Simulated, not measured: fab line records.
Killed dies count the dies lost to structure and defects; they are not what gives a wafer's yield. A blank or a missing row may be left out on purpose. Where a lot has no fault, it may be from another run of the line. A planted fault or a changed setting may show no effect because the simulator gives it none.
Chamber matching    flow n5_finfet    N5_DUMMY_REMOVAL_HM_STRIP_01 on rie_diel-04: 4 sister chambers
The step strips SiNx in CH3F/O2, stops on poly-Si, target depth 4 nm, time 6.8 s. 4 wafers are shown with their chamber, then 7 later ones without.

## WAFERS, EACH WITH ITS CHAMBER
wafer   chamber  throttle_valve_pct (%)
L075.6  1        16.04
L076.3  0        16.23
L085.4  3        15.92
L085.5  2        16.38

## WAFERS WHOSE CHAMBER IS MISSING
wafer   throttle_valve_pct (%)
L085.6  15.93
L092.1  15.93
L092.4  16.37
L092.6  16.29
L095.1  16.29
L095.3  16.40
L095.5  16.11

## THE CHAMBER EACH PASSED THROUGH
wafer   from the rows above      in truth
L085.6  3                        3
L092.1  3                        3
L092.4  2                        2
L092.6  can't be placed: 0 or 2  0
L095.1  can't be placed: 0 or 2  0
L095.3  2                        2
L095.5  can't be placed: 1 or 0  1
Correct placement for 4 of the 7. Unplaceable from these rows: 3, with the true chamber sitting among the candidates in 3. Placed wrongly: 0.
How it was worked out, from the rows above alone: a wafer's distance from a chamber is the root of the sum, over the readings, of the square of ((its reading less the chamber's mean) divided by the reading's scatter). The wafer belongs to the nearest chamber; if the next one is less than 2 further off, it can't be placed. For every chamber, the mean is computed from those of its wafers that are shown. The scatter (one wafer shown for each chamber): square how far every hidden wafer sits from the nearest shown wafer, average those squares and take the square root.
